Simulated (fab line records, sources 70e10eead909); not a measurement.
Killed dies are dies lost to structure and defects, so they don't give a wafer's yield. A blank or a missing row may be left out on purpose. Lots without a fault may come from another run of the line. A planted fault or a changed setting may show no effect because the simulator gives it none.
fab line records | flow nand_harc
record lots=6 wafers=16 last_day=24
route steps=1159 shown A_SLIT@802 A_SIN_REMOVE@804 A_WL_FILL@809 END@1159
lots that met no fault: from a run of the same line without faults
start_h: hours from the record's first day to the start of the lot's first wafer shown | wait_h: hours since the lot's step before | " the same as in the row above | L1.1+2: a row that stands for several wafers | - no value, or no start given | * or withheld: withheld | < > ~ a bound
route shown NAME@n: a module of which the file shows steps, and the number in the route of the first | usual: mean/standard deviation of fault-free wafers | same: alike in all rows | chamber/n: place in a boat | sites: the reading at each site | _std_site: their standard deviation | _edge_site: outer sites' mean less inner sites' | radius_mm: how far each site lies from the wafer's centre | mask NAME#n: copy n | behind: the tool/chamber that last shaped the wafer | hold: why the lot was held/for how many hours/how that ended | device: the transistor (n, p or np) that didn't switch | end of line: the same wafers' tests at the end of the route | a step without rows: its recipe alone | killed: dies lost to structure and defects at the first sort, not the wafer's yield | map: a wafer's dies, x killed, . not, _ none there
set.NAME: the setting as run; set.NAME@STEP: as run at that earlier step | model.NAME: the simulator's own value behind a step, which no gauge read
lots at some steps of the route; a table a step, a row a wafer
services: from which hour (start_h, from the record's first day; less than 0 if before it) a tool's chamber was out of use, for how many hours, and why
## steps
# step NHARC_A_SLIT_SRD_20
# step NHARC_A_SLIT_CD_MEAS_21
# usual cd_nm=289.3/1.2
# columns lot.wafer tool chamber start_h wait_h cd_nm
L257.1 cd_sem-03 - 327.71 - 288.8
L257.2 " - " " 290.6
L257.4 " - " " 290.2
L266.2 cd_sem-02 - 381.11 - 289.5
L266.3 " - " " 290.3
L268.2 cd_sem-02 - 403.26 - 289.8
L268.6 " - " " 289.7
L271.1 cd_sem-02 - 405.15 - 290.6
L271.4 " - " " 290.3
L271.5 " - " " 290.2
L272.3 cd_sem-03 - 421.38 - 288.8
L272.4 " - " " 288.8
L272.5 " - " " 287.3
L277.1 cd_sem-03 - 455.92 - 289.5
L277.3 " - " " 288.5
L277.5 " - " " 289.9
# step NHARC_A_SIN_REMOVE_WET_00
# recipe temp_c=160 time_s=15300 chemistry=H3PO4
# step NHARC_A_SIN_REMOVE_PRECLEAN_01
# recipe time_s=* temp_c=50 bath_age_min=0 chemistry=SC1
# step NHARC_A_SIN_REMOVE_SRD_02
# step NHARC_A_SIN_REMOVE_INSPECT_04
# usual raw_defect_count=305/82
# columns lot.wafer tool chamber start_h wait_h raw_defect_count
L257.1 defect_inspect-02 - 335.42 0.0 300
L257.2 " - " " 445
L257.4 " - " " 314
L266.2 defect_inspect-01 - 388.79 0.0 194
L266.3 " - " " 280
L268.2 defect_inspect-01 - 410.95 0.0 262
L268.6 " - " " 276
L271.1 defect_inspect-02 - 410.96 0.1 362
L271.4 " - " " 353
L271.5 " - " " 284
L272.3 defect_inspect-01 - 427.44 0.0 267
L272.4 " - " " 250
L272.5 " - " " 163
L277.1 defect_inspect-02 - 463.58 0.0 324
L277.3 " - " " 302
L277.5 " - " " 331
# step NHARC_A_WL_FILL_ALD_00
# recipe target_thk_a=30 pulse_time_s=3 ald_cycles=30 temp_c=300 material=Al2O3
# usual heater_power_w=467/41 precursor_pulse_height_rel=1.000/0.02
# columns lot.wafer tool chamber start_h wait_h heater_power_w precursor_pulse_height_rel
L257.2 ald_hk-01 3 335.49 0.1 474 0.998
L257.4 " 1 " " 422 1.018
L257.1 " 2 " " 403 1.009
L266.3 ald_hk-01 2 388.89 0.1 408 0.999
L266.2 " 3 " " 471 0.993
L271.1 ald_hk-04 1 411.03 0.1 549 0.994
L271.4 " 3 " " 481 0.993
L271.5 " 2 " " 526 0.962
L268.2 ald_hk-02 2 411.07 0.1 435 0.980
L268.6 " 1 " " 460 0.986
L272.3 ald_hk-04 2 427.67 0.2 525 1.024
L272.4 " 0 " " 435 1.016
L272.5 " 3 " " 475 1.000
L277.1 ald_hk-04 3 463.66 0.1 489 0.983
L277.3 " 2 " " 524 1.001
L277.5 " 0 " " 443 0.964
# step NHARC_A_WL_FILL_RTA_01
# recipe temp_c=1000 time_s=5
# usual lamp_power_pct=28/3.3 lamp_zone_1_pct=28/3.3 wafer_temp_C_max=1004.0/1.2
# columns lot.wafer tool chamber start_h wait_h lamp_power_pct lamp_zone_1_pct wafer_temp_C_max
L257.1 rtp_anneal-02 0 335.76 - 31 31 1003.8
L257.2 " 0 " " 31 31 1002.5
L257.4 " 0 " " 31 31 1003.9
L266.2 rtp_anneal-01 0 389.15 - 25 25 1005.4
L266.3 " 0 " " 25 25 1006.3
L271.1 rtp_anneal-01 0 411.30 - 25 24 1006.0
L271.4 " 0 " " 25 25 1004.1
L271.5 " 0 " " 25 25 1005.5
L268.2 rtp_anneal-02 0 411.30 - 31 31 1003.1
L268.6 " 0 " " 31 31 1003.9
L272.3 rtp_anneal-01 0 428.02 - 25 25 1004.3
L272.4 " 0 " " 25 25 1004.5
L272.5 " 0 " " 25 25 1005.7
L277.1 rtp_anneal-01 0 463.92 - 25 25 1006.4
L277.3 " 0 " " 25 25 1005.2
L277.5 " 0 " " 25 25 1004.4
# step NHARC_A_WL_FILL_ALD_02
# recipe target_thk_a=20 pulse_time_s=3 ald_cycles=100 temp_c=450 material=TiN
# usual heater_power_w=1096/130 precursor_pulse_height_rel=0.999/0.021
# columns lot.wafer tool chamber start_h wait_h heater_power_w precursor_pulse_height_rel
L257.4 ald_metal-01 2 335.97 0.1 1177 0.996
L257.1 " 3 " " 1321 0.998
L257.2 " 0 " " 1099 0.988
L266.3 ald_metal-01 0 389.34 0.1 1086 0.975
L266.2 " 2 " " 1149 0.988
L268.2 ald_metal-01 3 411.54 0.2 1288 1.030
L268.6 " 3 " " 1280 1.024
L271.1 ald_metal-03 3 411.55 0.2 1243 0.983
L271.4 " 1 " " 1189 0.955
L271.5 " 2 " " 1032 0.995
L272.4 ald_metal-03 1 428.22 0.1 1193 1.023
L272.3 " 3 " " 1200 1.002
L272.5 " 0 " " 846 0.984
L277.1 ald_metal-03 2 464.24 0.3 1054 1.014
L277.3 " 3 " " 1172 0.992
L277.5 " 0 " " 824 0.997
# step NHARC_A_WL_FILL_CVD_03
# recipe target_thk_a=400 temp_c=300 pressure_torr=40 wf6_flow_sccm=40 h2_flow_sccm=1600 ar_flow_sccm=1560 time_s=3302 material=W
# usual heater_power_w=493/67 throttle_valve_pct=7.63/0.22
# columns lot.wafer tool chamber start_h wait_h heater_power_w throttle_valve_pct
L257.2 cvd_w-01 0 336.74 0.4 493 7.49
L257.1 " 1 " " 413 7.50
L257.4 " 0 " " 519 7.37
L266.2 cvd_w-01 1 389.78 0.1 421 7.85
L266.3 " 1 " " 413 7.70
L268.2 cvd_w-02 1 411.94 0.1 600 7.56
L268.6 " 0 414.33 2.4 453 7.63
L271.1 cvd_w-01 1 413.70 1.8 425 7.90
L271.4 " 0 415.12 3.2 498 7.60
L271.5 " 1 " " 422 7.90
L272.4 cvd_w-02 1 430.00 1.4 580 7.51
L272.3 " 0 " " 456 7.69
L272.5 " 1 " " 590 7.55
L277.1 cvd_w-01 1 464.60 0.1 428 7.81
L277.3 " 1 " " 412 8.01
L277.5 " 0 466.97 2.4 502 7.33
# step NHARC_A_WL_FILL_ETCHBACK_04
# recipe target_depth_a=600 time_s=120 chemistry=NF3
# usual drypump_motor_current_A=6.0/0.6 oes_product_au=1.001/0.012
# columns lot.wafer tool chamber start_h wait_h drypump_motor_current_A oes_product_au rf_hours_counter_h
L257.1 rie_metal-02 0 340.08 2.4 6.6 0.992 2.0
L257.2 " 1 " " 6.0 1.022 3.8
L257.4 " 0 " " 6.6 0.998 -
L266.2 rie_metal-03 0 393.12 2.9 5.4 0.758 2.9
L266.3 " 1 " " 6.8 1.006 -
L268.2 rie_metal-03 0 415.29 2.9 5.4 0.748 3.6
L268.6 " 1 " " 6.8 0.987 -
L271.1 rie_metal-02 1 417.05 2.9 6.1 1.032 0.5
L271.4 " 0 " " 6.7 0.983 -
L271.5 " 1 " " 6.1 1.015 -
L272.3 rie_metal-02 1 432.44 1.5 6.0 1.024 -
L272.4 " 0 " " 6.6 0.985 -
L272.5 " 0 " " 6.6 1.003 -
L277.1 rie_metal-03 0 467.96 2.9 5.3 1.010 0.2
L277.3 " 1 " " 6.8 0.998 -
L277.5 " 1 " " 6.8 1.004 -
# step NHARC_A_WL_FILL_ETCHBACK_05
# recipe target_depth_a=220 time_s=60 temp_c=40 chemistry=Cl2/BCl3
# usual drypump_motor_current_A=6.0/0.6 oes_product_au=1.000/0.012
# columns lot.wafer tool chamber start_h wait_h drypump_motor_current_A oes_product_au rf_hours_counter_h
L257.1 rie_metal-02 1 340.32 0.2 6.0 1.011 4.0
L257.2 " 0 " " 6.6 0.994 2.1
L257.4 " 0 " " 6.6 0.983 -
L266.2 rie_metal-03 0 393.34 0.2 5.4 1.010 3.0
L266.3 " 1 " " 6.8 0.993 -
L268.2 rie_metal-03 0 415.53 0.2 5.4 0.996 3.7
L268.6 " 0 " " 5.4 1.001 -
L271.1 rie_metal-02 0 417.29 0.2 6.7 0.994 0.7
L271.4 " 1 " " 6.0 1.018 -
L271.5 " 1 " " 6.1 1.009 -
L272.4 rie_metal-02 0 432.64 0.1 6.6 0.982 -
L272.3 " 1 " " 6.0 1.020 -
L272.5 " 1 " " 6.0 1.014 -
L277.1 rie_metal-03 0 468.19 0.2 5.4 1.011 0.4
L277.3 " 1 " " 6.8 1.006 -
L277.5 " 0 " " 5.4 1.013 -
# step NHARC_END_SORT_01
# recipe temp_c=25
# usual killed_at_array=27/10 killed_at_other=0.6/0.96 killed_at_periphery=3.4/2.7 killed_dies=31/10 killed_open=2.9/1.8 killed_short=1.8/1.4
# same gross_dies=677
# columns lot.wafer tool chamber start_h wait_h killed_at_array killed_at_other killed_at_periphery killed_dies killed_open killed_short
L266.2 prober-02 0 493.59 2.8 673 1 3 677 5 3
L268.2 prober-01 0 510.36 2.8 671 3 3 677 3 2
# killed by level:class
L266.2 A_WL_FILL:area_etchback=658 A_CHANNEL_HOLE_D1:chamber_film_flake=5 A_STAIRCASE:chamber_film_flake=4 A_CONTACT:geometric_particle:open=2 P_STI:geometric_particle:open=1 P_M0:geometric_particle:open=1 A_SOURCE_PLATE:geometric_particle:short=1 A_ONON_D1:geometric_particle:open=1
L268.2 A_WL_FILL:area_etchback=658 A_CONTACT:chamber_film_flake=3 THIN_TSV:chamber_film_flake=3 A_CONTACT:geometric_particle:open=2 A_CHANNEL_HOLE_D1:chamber_film_flake=2 A_STAIRCASE:chamber_film_flake=2 P_CONTACT:geometric_particle:open=1 A_WL_FILL:geometric_particle:short=1
# map L266.2 (x killed, . not)
____________x____________
_________xxxxxxx_________
_______xxxxxxxxxxx_______
______xxxxxxxxxxxxx______
_____xxxxxxxxxxxxxxx_____
____xxxxxxxxxxxxxxxxx____
____xxxxxxxxxxxxxxxxx____
___xxxxxxxxxxxxxxxxxxx___
___xxxxxxxxxxxxxxxxxxx___
__xxxxxxxxxxxxxxxxxxxxx__
__xxxxxxxxxxxxxxxxxxxxx__
_xxxxxxxxxxxxxxxxxxxxxxx_
_xxxxxxxxxxxxxxxxxxxxxxx_
_xxxxxxxxxxxxxxxxxxxxxxx_
_xxxxxxxxxxxxxxxxxxxxxxx_
_xxxxxxxxxxxxxxxxxxxxxxx_
xxxxxxxxxxxxxxxxxxxxxxxxx
xxxxxxxxxxxxxxxxxxxxxxxxx
xxxxxxxxxxxxxxxxxxxxxxxxx
xxxxxxxxxxxxxxxxxxxxxxxxx
xxxxxxxxxxxxxxxxxxxxxxxxx
_xxxxxxxxxxxxxxxxxxxxxxx_
_xxxxxxxxxxxxxxxxxxxxxxx_
_xxxxxxxxxxxxxxxxxxxxxxx_
_xxxxxxxxxxxxxxxxxxxxxxx_
_xxxxxxxxxxxxxxxxxxxxxxx_
__xxxxxxxxxxxxxxxxxxxxx__
__xxxxxxxxxxxxxxxxxxxxx__
___xxxxxxxxxxxxxxxxxxx___
___xxxxxxxxxxxxxxxxxxx___
____xxxxxxxxxxxxxxxxx____
____xxxxxxxxxxxxxxxxx____
_____xxxxxxxxxxxxxxx_____
______xxxxxxxxxxxxx______
_______xxxxxxxxxxx_______
_________xxxxxxx_________
____________x____________
# map L268.2 (x killed, . not)
____________x____________
_________xxxxxxx_________
_______xxxxxxxxxxx_______
______xxxxxxxxxxxxx______
_____xxxxxxxxxxxxxxx_____
____xxxxxxxxxxxxxxxxx____
____xxxxxxxxxxxxxxxxx____
___xxxxxxxxxxxxxxxxxxx___
___xxxxxxxxxxxxxxxxxxx___
__xxxxxxxxxxxxxxxxxxxxx__
__xxxxxxxxxxxxxxxxxxxxx__
_xxxxxxxxxxxxxxxxxxxxxxx_
_xxxxxxxxxxxxxxxxxxxxxxx_
_xxxxxxxxxxxxxxxxxxxxxxx_
_xxxxxxxxxxxxxxxxxxxxxxx_
_xxxxxxxxxxxxxxxxxxxxxxx_
xxxxxxxxxxxxxxxxxxxxxxxxx
xxxxxxxxxxxxxxxxxxxxxxxxx
xxxxxxxxxxxxxxxxxxxxxxxxx
xxxxxxxxxxxxxxxxxxxxxxxxx
xxxxxxxxxxxxxxxxxxxxxxxxx
_xxxxxxxxxxxxxxxxxxxxxxx_
_xxxxxxxxxxxxxxxxxxxxxxx_
_xxxxxxxxxxxxxxxxxxxxxxx_
_xxxxxxxxxxxxxxxxxxxxxxx_
_xxxxxxxxxxxxxxxxxxxxxxx_
__xxxxxxxxxxxxxxxxxxxxx__
__xxxxxxxxxxxxxxxxxxxxx__
___xxxxxxxxxxxxxxxxxxx___
___xxxxxxxxxxxxxxxxxxx___
____xxxxxxxxxxxxxxxxx____
____xxxxxxxxxxxxxxxxx____
_____xxxxxxxxxxxxxxx_____
______xxxxxxxxxxxxx______
_______xxxxxxxxxxx_______
_________xxxxxxx_________
____________x____________
## services
# columns tool chamber start_h hours kind
ald_metal-03 - 322.00 10.0 pm
ald_metal-03 0 322.00 10.0 vent_cycle
ald_metal-03 1 322.00 10.0 vent_cycle
ald_metal-03 2 322.00 10.0 vent_cycle
ald_metal-03 3 322.00 10.0 vent_cycle
ald_hk-04 - 364.77 10.0 pm
ald_hk-01 - 372.12 0.6 repair
cvd_w-02 - 380.12 13.0 pm
ald_metal-03 - 382.98 0.6 repair
rie_metal-02 - 388.00 9.0 pm
rie_metal-02 0 388.00 9.0 vent_cycle
rie_metal-02 1 388.00 9.0 vent_cycle
rie_metal-02 0 397.00 - clean
rie_metal-02 1 397.00 - clean
ald_metal-03 3 400.66 3.0 repair
ald_metal-03 3 432.97 4.4 repair
rie_metal-03 - 453.00 9.0 pm
rie_metal-03 0 453.00 9.0 vent_cycle
rie_metal-03 1 453.00 9.0 vent_cycle
ald_hk-02 - 457.18 1.0 repair
ald_metal-01 - 458.02 10.0 pm
ald_hk-02 - 460.21 10.0 pm
rie_metal-03 0 462.00 - clean
rie_metal-03 1 462.00 - clean
## key
first_sign step=NHARC_A_WL_FILL_ETCHBACK_04 reading=oes_product_au direction=down sigmas=21 usual=1.001 struck=0.753
effect step=NHARC_END_SORT_01 reading=killed_dies direction=up sigmas=65 usual=31 struck=677
more_kills_born_at NHARC_A_WL_FILL_ETCHBACK_04@rie_metal-03=1316
met_at NHARC_A_WL_FILL_ETCHBACK_04
struck_wafers L266.2,L268.2
later_rows_left_out L266.2,L268.2
tester_left_out L266,L268
fault kind=process_parameter_drift tool=rie_metal-03 chamber=- onset_h=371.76 steps=NHARC_A_WL_FILL_ETCHBACK_04 channel=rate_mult offset=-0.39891 shape=step end_h=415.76 scope=struck_wafers_only
# tester_left_out: of these lots the tester's yield and bins aren't shown, on N5 and GAA mostly nor the transistor test; their killed dies are dies lost to structure and defects alone, not to doping, threshold or leakage, so they don't give the yield
# later_rows_left_out: the simulator's readings of these wafers behind a module that went badly wrong aren't trusted and aren't shown, but for the sort
